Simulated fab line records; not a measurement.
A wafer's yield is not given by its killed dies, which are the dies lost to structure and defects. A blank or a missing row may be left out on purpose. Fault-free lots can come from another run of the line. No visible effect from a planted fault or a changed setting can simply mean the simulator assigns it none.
fab line records | flow nandHarc
record lots=13 wafers=39 lastDay=33
route steps=1302 shown P_CONTACT@217 P_M0@261
lots that met no fault: taken from a fault-free run of the same line
startH: hours from the record's opening day to when the first of the lot's shown wafers began | waitH: hours elapsed since this lot's preceding step | " identical to the entry in the row above | L1.1+2: a row that stands for several wafers | - no value present, or no start provided | * or withheld: withheld | < > ~ a bound
route shown NAME@n: NAME is a module with steps in the file, n the number in the route of the first one | usual: mean and standard deviation over wafers with no fault | same: alike in all rows | chamber/n: place in a boat | sites: each site's reading | _std_site: the standard deviation of these | _edge_site: inner sites' mean taken away from outer sites' mean | radiusMm: how far each site lies from the wafer's centre | mask NAME#n: copy n | behind: the tool/chamber that last shaped the wafer | hold: why the lot went on hold/how many hours it stayed there/how the hold came to an end | device: whichever transistor did not switch (one of n, p or np) | end of line: tests of these same wafers at the route's end | for a step that has no rows: nothing shown but its recipe | killed: dies lost to structure and defects at the first sort, not the wafer's yield | map: a wafer's dies, marking killed ones x, the rest . and places with no die _
set.NAME: the setting that was run; set.NAME@STEP: the one run at that earlier step | model.NAME: the simulator's own value behind a step, which no gauge read
the route's steps for a sample of lots (tables are steps, rows are wafers)
services: the hour from which a tool's chamber was out of use, counted from the record's first day as startH (under 0 if before that day), plus the number of hours and why
## steps
# step NHARC_P_CONTACT_DEP_30
# recipe targetThkA=300 tempC=400 targetThkNm=30 flowSccm=200 rfW=450 material=SiNx
# usual heaterPowerOuterW=438/51 heaterPowerW=728/96 rfFwdPowerW=448.8/1.4
# columns lot.wafer tool chamber startH waitH heaterPowerOuterW heaterPowerW rfFwdPowerW
L504.2 pecvd-02 0 124.97 0.1 421 676 447.6
L504.5 " 1 " " 452 734 446.6
L504.6 " 0 " " 418 670 449.7
L506.1 pecvd-02 0 143.10 0.1 458 734 447.8
L506.3 " 1 " " 441 713 449.9
L506.4 " 2 " " 416 704 450.4
L507.2 pecvd-02 0 155.72 0.1 465 715 449.4
L507.3 " 1 " " 470 750 449.8
L507.6 " 0 " " 470 715 450.9
L508.2 pecvd-01 1 165.47 0.1 471 767 448.4
L508.3 " 0 " " 406 666 451.4
L508.6 " 1 " " 483 790 450.3
L511.1 pecvd-02 0 202.31 0.1 402 673 448.5
L511.6 " 1 " " 477 751 447.1
L511.4 " 2 " " 462 744 447.4
L513.2 pecvd-02 0 222.29 0.2 399 635 449.9
L513.1 " 1 " " 461 750 448.3
L513.6 " 2 " " 447 712 449.9
L514.2 pecvd-01 1 230.07 0.1 529 850 447.6
L514.1 " 0 " " 405 667 449.1
L514.6 " 0 " " 412 671 448.3
L515.2 pecvd-01 0 237.77 0.1 432 694 449.0
L515.3 " 1 " " 482 773 449.7
L515.5 " 0 " " 424 702 448.5
L519.1 pecvd-02 1 275.42 0.1 438 719 452.3
L519.3 " 2 " " 410 670 447.0
L519.6 " 2 " " 410 672 447.3
L520.1 pecvd-02 2 285.03 0.1 469 770 449.9
L520.4 " 2 " " 467 754 449.1
L520.5 " 0 " " 431 692 450.8
L523.6 pecvd-02 0 322.11 0.2 373 639 447.5
L523.4 " 1 " " 443 715 447.9
L523.5 " 2 " " 480 765 448.4
L525.6 pecvd-02 2 341.53 0.2 429 699 447.4
L525.5 " 0 " " 409 676 449.7
L525.4 " 1 " " 358 610 449.5
L526.3 pecvd-04 0 349.89 0.1 433 775 448.9
L526.4 " 1 " " 477 761 450.2
L526.5 " 2 " " 323 528 447.5
# step NHARC_P_CONTACT_DESCUM_17
# recipe timeS=3 o2FlowSccm=200 arFlowSccm=0 biasPowerW=0 chemistry=O2
# usual drypumpMotorCurrentA=5.9/0.4 oesProductAu=0.997/0.014 rfVppV=57.8/0.89 showerheadPlenumPTorr=1.92/0.086 throttleValvePct=11.312/0.008
# columns lot.wafer tool chamber startH waitH drypumpMotorCurrentA oesProductAu rfHoursCounterH rfVppV showerheadPlenumPTorr throttleValvePct
L504.2 rieDiel-11 1 126.64 0.1 6.2 0.995 1.2 57.9 1.84 11.300
L504.6 " 0 " " 5.9 0.985 - 57.6 1.80 11.304
L504.5 " 1 " " 6.2 0.994 - 58.4 1.84 11.309
L506.1 rieDiel-11 0 144.79 0.1 5.9 0.993 2.3 58.0 1.80 11.296
L506.4 " 2 " " 6.5 1.002 2.1 58.2 2.03 11.317
L506.3 " 3 " " 5.7 1.005 2.2 57.5 2.02 11.331
L507.2 rieDiel-01 1 157.47 0.1 6.1 0.998 2.5 58.1 1.97 11.315
L507.3 " 3 " " 5.5 0.981 2.7 58.0 1.92 11.309
L507.6 " 0 " " 5.5 1.035 - 57.1 1.79 11.303
L508.3 rieDiel-06 0 167.21 0.1 5.7 0.994 1.9 58.7 1.97 11.305
L508.2 " 2 " " 5.7 0.986 1.8 58.2 2.01 11.315
L508.6 " 2 " " 5.7 0.971 - 58.3 2.01 11.315
L511.4 rieDiel-06 1 203.93 0.1 5.1 0.978 3.0 57.9 1.92 11.313
L511.1 " 2 " " 5.7 0.978 4.7 56.8 2.01 11.328
L511.6 " 0 " " 5.7 0.990 - 60.1 1.97 11.316
L513.1 rieDiel-11 2 224.07 0.1 6.5 1.003 3.8 59.5 2.03 11.311
L513.2 " 3 " " 5.6 0.997 3.0 58.2 2.02 11.306
L513.6 " 1 " " 6.2 0.993 - 57.5 1.84 11.314
L514.1 rieDiel-06 2 231.81 0.1 5.7 0.979 5.4 59.1 2.01 11.315
L514.2 " 1 " " 5.1 0.968 3.8 58.6 1.92 11.306
L514.6 " 3 " " 6.5 0.998 - 58.4 1.88 11.296
L515.2 rieDiel-11 1 239.50 0.1 6.2 1.006 4.3 56.6 1.84 11.328
L515.3 " 2 " " 6.5 1.005 4.3 57.6 2.03 11.308
L515.5 " 2 " " 6.5 1.003 - 57.5 2.03 11.300
L519.1 rieDiel-11 2 277.01 0.1 6.5 0.974 0.7 58.9 2.03 11.325
L519.3 " 3 " " 5.6 1.011 0.7 58.3 2.01 11.318
L519.6 " 2 " " 6.5 0.975 - 57.5 2.03 11.310
L520.4 rieDiel-11 3 286.74 0.1 5.6 1.000 1.3 58.6 2.02 11.326
L520.1 " 0 " " 5.9 0.997 1.3 56.5 1.80 11.291
L520.5 " 3 " " 5.6 0.992 - 58.1 2.02 11.313
L523.4 rieDiel-01 0 323.74 0.1 5.4 1.005 2.8 57.8 1.79 11.315
L523.5 " 1 " " 6.1 0.990 - 58.1 1.97 11.310
L523.6 " 2 " " 5.8 1.013 - 59.1 1.97 11.311
L525.4 rieDiel-01 2 343.16 0.1 5.8 1.006 3.6 57.3 1.97 11.316
L525.5 " 0 " " 5.4 1.020 - 56.0 1.79 11.296
L525.6 " 1 " " 6.1 1.004 - 57.4 1.97 11.322
L526.3 rieDiel-06 1 351.56 0.1 5.1 0.998 2.0 59.8 1.92 11.322
L526.4 " 2 " " 5.7 0.996 2.3 59.6 2.01 11.309
L526.5 " 0 " " 5.7 1.010 - 58.0 1.97 11.317
# step NHARC_P_CONTACT_ETCH_31
# recipe targetDepthA=300 timeS=85.7 ionEnergyEv=120 overEtchFrac=1 ch3fFlowSccm=50 o2FlowSccm=30 arFlowSccm=200 rfW=500 biasW=100 chemistry=CH3F/O2
# usual drypumpMotorCurrentA=5.9/0.42 oesProductAu=0.973/0.016 rfFwdPowerW=496.7/2 rfVppV=244.6/1.8 showerheadPlenumPTorr=2.48/0.11 throttleValvePct=20.663/0.0095
# columns lot.wafer tool chamber startH waitH drypumpMotorCurrentA oesProductAu rfFwdPowerW rfHoursCounterH rfVppV showerheadPlenumPTorr throttleValvePct
L504.2 rieDiel-11 0 - - 5.9 0.959 496.5 1.6 242.8 2.32 20.662
L504.5 " 1 " " 6.2 0.974 498.1 - 242.3 2.36 20.653
L504.6 " 2 " " 6.5 0.979 495.3 - 248.9 2.61 20.671
L506.1 rieDiel-11 1 - - 6.2 0.974 492.2 2.4 242.5 2.36 20.656
L506.3 " 3 " " 5.6 0.994 497.3 2.6 246.1 2.59 20.657
L506.4 " 0 " " 5.9 0.968 496.4 2.7 242.9 2.31 20.666
L507.2 rieDiel-01 0 - - 5.4 0.986 496.9 2.7 242.6 2.30 20.663
L507.3 " 1 " " 6.1 0.958 497.0 2.8 245.0 2.53 20.673
L507.6 " 2 " " 5.8 0.954 495.4 - 246.5 2.53 20.650
L508.3 rieDiel-06 3 - - 6.6 0.961 499.9 2.5 242.8 2.42 20.654
L508.2 " 2 " " 5.7 0.949 496.6 2.2 246.3 2.58 20.674
L508.6 " 3 " " 6.6 0.965 498.8 - 243.5 2.42 20.686
L511.4 rieDiel-06 2 - - 5.7 0.975 496.4 5.0 246.4 2.58 20.650
L511.1 " 3 " " 6.6 0.993 498.9 4.4 246.4 2.42 20.650
L511.6 " 1 " " 5.1 0.979 498.4 - 243.7 2.47 20.659
L513.2 rieDiel-11 2 - - 6.6 0.975 495.1 4.1 245.4 2.61 20.648
L513.1 " 1 " " 6.2 0.973 496.1 4.1 242.1 2.36 20.663
L513.6 " 3 " " 5.6 0.940 495.2 - 248.1 2.59 20.667
L514.1 rieDiel-06 0 - - 5.6 0.968 500.4 6.3 246.0 2.53 20.665
L514.2 " 2 " " 5.7 0.957 494.8 5.6 245.6 2.58 20.662
L514.6 " 1 " " 5.1 0.969 497.1 - 243.8 2.47 20.659
L515.3 rieDiel-11 2 - - 6.5 0.974 493.5 4.6 245.4 2.61 20.675
L515.2 " 1 " " 6.2 0.992 498.2 4.6 244.5 2.36 20.652
L515.5 " 3 " " 5.6 0.978 497.8 - 246.8 2.58 20.651
L519.1 rieDiel-11 2 - - 6.5 0.950 493.8 1.0 245.1 2.61 20.664
L519.3 " 0 " " 5.9 0.984 492.6 1.0 239.3 2.31 20.664
L519.6 " 3 " " 5.7 0.987 497.8 - 247.0 2.59 20.668
L520.1 rieDiel-11 1 - - 6.2 1.002 495.6 1.6 242.6 2.36 20.651
L520.4 " 3 " " 5.6 0.980 496.1 1.6 246.4 2.59 20.677
L520.5 " 0 " " 5.9 0.981 494.8 - 242.4 2.31 20.658
L523.4 rieDiel-01 3 - - 5.5 0.970 497.4 3.3 243.7 2.46 20.638
L523.6 " 0 " " 5.4 1.002 499.5 - 241.3 2.30 20.666
L523.5 " 1 " " 6.1 0.974 495.8 - 245.6 2.52 20.676
L525.4 rieDiel-01 3 - - 5.4 0.984 493.4 4.2 243.4 2.46 20.661
L525.5 " 3 " " 5.4 0.963 495.4 - 243.8 2.46 20.673
L525.6 " 0 " " 5.4 0.997 497.7 - 241.7 2.30 20.657
L526.4 rieDiel-06 0 - - 5.7 0.984 499.5 2.1 245.5 2.53 20.653
L526.3 " 1 " " 5.1 0.971 497.5 2.3 243.5 2.46 20.655
L526.5 " 1 " " 5.1 0.970 497.9 - 244.2 2.46 20.663
# step NHARC_P_M0_PEB_07
# recipe pebTempC=100 pebTimeS=65
# usual heaterPowerTotalW=156.6/0.44 plateTempC=99.99/0.13
# columns lot.wafer tool chamber startH waitH heaterPowerTotalW plateTempC
L504.2 lithoTrack-04 0 130.58 0.1 156.0 99.95
L504.5 " 0 " " 155.9 100.04
L504.6 " 0 " " 157.0 100.17
L506.1 lithoTrack-01 0 148.69 0.1 157.2 99.81
L506.3 " 0 " " 156.1 99.82
L506.4 " 0 " " 156.1 99.85
L507.2 lithoTrack-06 0 161.66 0.1 157.1 99.84
L507.3 " 0 " " 156.8 99.85
L507.6 " 0 " " 156.8 99.89
L508.2 lithoTrack-01 0 171.14 0.1 151.7 97.47
L508.3 " 0 " " 150.7 97.46
L508.6 " 0 " " 151.7 97.34
L511.1 lithoTrack-06 0 207.79 0.1 156.7 99.96
L511.4 " 0 " " 156.4 99.93
L511.6 " 0 " " 155.9 99.90
L513.1 lithoTrack-04 0 227.96 0.1 155.9 99.83
L513.2 " 0 " " 157.0 99.87
L513.6 " 0 " " 156.8 99.90
L514.1 lithoTrack-04 0 235.69 0.1 157.2 100.13
L514.2 " 0 " " 156.6 100.00
L514.6 " 0 " " 156.1 100.08
L515.2 lithoTrack-06 0 243.27 0.1 156.0 99.92
L515.3 " 0 " " 157.2 100.12
L515.5 " 0 " " 157.2 100.09
L519.1 lithoTrack-04 0 281.55 0.1 156.4 99.74
L519.3 " 0 " " 157.0 99.85
L519.6 " 0 " " 156.1 99.96
L520.1 lithoTrack-04 0 290.67 0.1 156.9 99.93
L520.4 " 0 " " 156.0 99.90
L520.5 " 0 " " 156.1 99.94
L523.4 lithoTrack-06 0 327.61 0.0 156.0 100.16
L523.5 " 0 " " 156.1 100.25
L523.6 " 0 " " 156.0 99.95
L525.4 lithoTrack-06 0 347.06 0.0 157.2 99.93
L525.5 " 0 " " 157.2 100.03
L525.6 " 0 " " 156.7 100.06
L526.3 lithoTrack-04 0 355.44 0.0 156.3 100.04
L526.4 " 0 " " 157.2 100.11
L526.5 " 0 " " 156.3 100.13
# step NHARC_P_M0_CD_MEAS_09
# recipe targetCdNm=90 landingEnergyEv=500
# usual cdNm=90.1/0.76
# columns lot.wafer tool chamber startH waitH cdNm
L504.2 cdSem-01 0 130.66 - 90.5
L504.5 " 0 " " 91.5
L504.6 " 0 " " 90.6
L506.1 cdSem-03 0 148.77 - 90.4
L506.3 " 0 " " 89.2
L506.4 " 0 " " 89.5
L507.2 cdSem-03 0 161.75 - 89.4
L507.3 " 0 " " 89.9
L507.6 " 0 " " 89.7
L508.2 cdSem-03 0 171.22 - 81.7
L508.3 " 0 " " 80.3
L508.6 " 0 " " 81.1
L511.1 cdSem-03 0 207.87 - 88.9
L511.4 " 0 " " 89.7
L511.6 " 0 " " 90.0
L513.1 cdSem-03 0 228.04 - 90.1
L513.2 " 0 " " 91.5
L513.6 " 0 " " 91.3
L514.1 cdSem-03 0 235.77 - 89.1
L514.2 " 0 " " 90.5
L514.6 " 0 " " 91.9
L515.2 cdSem-02 0 243.35 - 89.2
L515.3 " 0 " " 90.7
L515.5 " 0 " " 90.1
L519.1 cdSem-03 0 281.63 - 90.6
L519.3 " 0 " " 91.7
L519.6 " 0 " " 90.2
L520.1 cdSem-01 0 290.75 - 90.3
L520.4 " 0 " " 91.5
L520.5 " 0 " " 90.6
L523.4 cdSem-03 0 327.70 - 89.7
L523.5 " 0 " " 90.1
L523.6 " 0 " " 89.7
L525.4 cdSem-03 0 347.14 - 90.1
L525.5 " 0 " " 89.9
L525.6 " 0 " " 91.3
L526.3 cdSem-01 0 355.52 - 89.4
L526.4 " 0 " " 90.5
L526.5 " 0 " " 89.9
## services
# columns tool chamber startH hours kind
rieDiel-06 0 118.94 3.8 repair
pecvd-01 - 130.10 13.0 pm
rieDiel-06 - 130.42 9.0 pm
rieDiel-11 3 147.99 31.1 repair
lithoTrack-01 - 155.00 7.0 pm
rieDiel-06 1 167.17 25.8 repair
lithoTrack-06 - 179.00 7.0 pm
pecvd-01 1 184.17 3.5 repair
rieDiel-06 3 194.01 7.7 repair
rieDiel-11 3 195.82 24.4 repair
rieDiel-06 2 196.13 3.6 repair
lithoTrack-04 - 203.00 7.0 pm
rieDiel-01 - 203.82 9.0 pm
pecvd-02 - 227.00 13.0 pm
pecvd-01 - 250.42 1.2 repair
rieDiel-11 - 255.50 9.0 pm
rieDiel-01 0 283.83 6.9 repair
rieDiel-06 0 286.71 3.3 repair
rieDiel-06 1 291.09 17.1 repair
rieDiel-06 - 307.42 9.0 pm
pecvd-01 - 311.37 13.0 pm
rieDiel-01 2 328.11 8.5 repair
rieDiel-11 3 341.57 1.4 repair
lithoTrack-06 - 354.00 7.0 pm
## key
firstSign step=NHARC_P_M0_PEB_07 reading=plateTempC direction=down sigmas=20 usual=* struck=*
effect step=NHARC_P_M0_PEB_07 reading=heaterPowerTotalW direction=down sigmas=12 usual=* struck=*
effect step=NHARC_P_M0_CD_MEAS_09 reading=cdNm direction=down sigmas=12 usual=90.1 struck=81.0
metAt NHARC_P_M0_PEB_07
struckLots L508
rowsEnd L508.2,L508.3,L508.6
notActingAt NHARC_P_CONTACT_DEP_30,NHARC_P_CONTACT_DESCUM_17,NHARC_P_CONTACT_ETCH_31
onsetBetween 148.69 171.14
fault kind=processParameterDrift tool=lithoTrack-01 chamber=- onsetH=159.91 steps=NHARC_P_M0_PEB_07 channel=pebTempC offset=* shape=step actsIn=* stated=*
# rowsEnd: these wafers met a further fault down the route, and their rows from its step on are left out
